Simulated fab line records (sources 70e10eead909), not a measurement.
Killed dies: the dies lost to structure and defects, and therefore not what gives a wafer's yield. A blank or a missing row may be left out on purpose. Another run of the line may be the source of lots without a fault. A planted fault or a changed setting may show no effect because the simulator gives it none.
A struck lot beside a sound one :: flow nand-harc :: 15 out of 1302 route steps
Sound: the wafers L632.3, L632.4, L632.5. Struck: wafers L645.2, L645.6. (L645.3 of the same lot was not struck and is left out.) The cause comes at the end.
For every step that has rows: the tool of each side, followed by ch and its chambers, followed by its first start. Under that, the readings that differ: sound wafers :: struck wafers :: difference of the means :: sigmas: that difference in standard deviations of wafers without a fault.
alike: same words and numbers on both sides, and readings whose means sit less than 2 such deviations apart. not compared: any withheld reading, any reading some wafer has no value for, any bound like >300 that may hide the same value, and any number with overlapping values for which the record gives no deviation.
Wherever a step has rows on one side only, a row that says differs or no value, or a row with sigmas, the two part there. Non-overlapping numbers with no deviation appear without sigmas and do not part them. A reading that every wafer of one side lacks parts them only if that side has two wafers or more.

first, 7 steps without rows for these wafers: NHARC_A_M1_COAT_34 (time 65 s); NHARC_A_M1_COAT_03 (resist thk 90 nm); NHARC_A_M1_SOFTBAKE_04 (time 55 s); NHARC_A_M1_EBR_05; NHARC_A_M1_EXPOSE_06 (exposes mask A M1, target cd 120 nm); NHARC_A_M1_PEB_07 (peb time 65 s); NHARC_A_M1_DEVELOP_08 (develop time 35 s).
NHARC_A_M1_CD_MEAS_09: target cd 120 nm.
  sound on cd-sem-03 ch 0, day 23 11:55; struck on cd-sem-02 ch 0, day 28 23:41
  alike: cd-nm
NHARC_A_M1_OVL_MEAS_10: pitch 240 nm.
  sound: overlay-02 at day 23 12:01; struck: overlay-01 at day 28 23:47
reading: overlay-x-nm (nm)
sound: -0.3 0.0 -0.8
struck: 1.0 1.0
difference: +1.4
sigmas: +2
  alike: overlay-y-nm
NHARC_A_M1_INSPECT_11:
  sound: defect-inspect-02 at day 23 12:03; struck: defect-inspect-01 at day 28 23:49
  alike: raw-defect-count
NHARC_A_M1_DESCUM_14: chemistry O2, time 3 s.
  sound on rie-diel-10 ch 0,3, day 23 12:08; struck on rie-diel-03 ch 0,3, day 28 23:52
reading: oes-product-au (a.u.)
sound: 0.978 0.985 0.976
struck: 0.999 0.999
difference: +0.019
sigmas: +2
  alike: drypump-motor-current-A, rf-vpp-V, showerhead-plenum-p-Torr, throttle-valve-pct
  not compared: rf-hours-counter-h
NHARC_A_M1_ETCH_35: etches the open film in N2/H2, target depth 40 nm, overetch 12 nm, time 43.94 s.
  sound on rie-diel-10 ch 0,1,3, day 23 12:14; struck on rie-diel-03 ch 0,3, day 28 23:58
  alike: bias-w, drypump-motor-current-A, oes-product-au, rf-vpp-V, run-length-s, showerhead-plenum-p-Torr, throttle-valve-pct
  not compared: rf-hours-counter-h
NHARC_A_M1_ETCH_15: etches the open film in C4F8/Ar, target depth 182.5 nm, time 91.2 s.
  sound on rie-diel-10 ch 1,3, day 23 12:19; struck on rie-diel-03 ch 0, day 29 00:04
reading: bias-w (W)
sound: 300.3 300.2 299.8
struck: - -
difference: no value on the struck wafers
sigmas: 

reading: run-length-s (s)
sound: 113.0 112.4 112.7
struck: 102.0 102.0
difference: -10.7
sigmas: -27
  alike: oes-product-au, rf-vpp-V
  not compared: rf-hours-counter-h
NHARC_A_M1_CD_MEAS_16:
  sound: cd-sem-03 at day 23 12:28; struck: cd-sem-01 at day 29 00:11
  alike: cd-nm
NHARC_END_SORT_01:
  only the struck wafers appear in the record here, on prober-02 ch 0 at day 30 17:36; the sound ones have no rows

== WHERE THEY PART ==
First at NHARC_A_M1_OVL_MEAS_10; last, within this record, at NHARC_END_SORT_01.

WHY: what the simulator had put in
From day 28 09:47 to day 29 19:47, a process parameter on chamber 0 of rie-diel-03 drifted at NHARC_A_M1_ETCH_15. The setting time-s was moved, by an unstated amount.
